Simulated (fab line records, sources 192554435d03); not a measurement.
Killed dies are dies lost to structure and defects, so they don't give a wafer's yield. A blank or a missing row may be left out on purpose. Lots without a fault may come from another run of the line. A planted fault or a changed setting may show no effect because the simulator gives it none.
Chamber matching | flow n5_finfet | N5_SD_EPI_P_ETCH_16 on rie_diel-03: 4 sister chambers
The step etches SiO2 in CHF3/O2, target depth 5 nm. 4 wafers are shown with their chamber, then 7 later ones without.

WAFERS WITH THEIR CHAMBER
wafer  | chamber | rf_vpp_V (V)
L075.4 | 1       | 515
L090.6 | 3       | 508
L093.1 | 2       | 505
L093.4 | 0       | 558

WAFERS WITHOUT THEIR CHAMBER
wafer  | rf_vpp_V (V)
L093.5 | 508
L094.2 | 508
L094.3 | 558
L094.4 | 505
L095.4 | 507
L095.5 | 505
L095.6 | 515

WHICH CHAMBER EACH WENT THROUGH
wafer  | from the rows above | in truth
L093.5 | 3                   | 3
L094.2 | 3                   | 3
L094.3 | 0                   | 0
L094.4 | 2                   | 2
L095.4 | 3                   | 3
L095.5 | 2                   | 2
L095.6 | 1                   | 1
Placed correctly: 7 of 7. Can't be placed from these rows: 0. Placed wrongly: 0.
How it was worked out, from the rows above alone: a wafer's distance from a chamber is the root of the sum, over the readings, of the square of ((its reading less the chamber's mean) divided by the reading's scatter). The wafer belongs to the nearest chamber; if the next one is less than 2 further off, it can't be placed. A chamber's mean is the mean of its shown wafers. The scatter: with one shown wafer a chamber, the root of the mean of the squares of how far each hidden wafer lies from its nearest shown one.
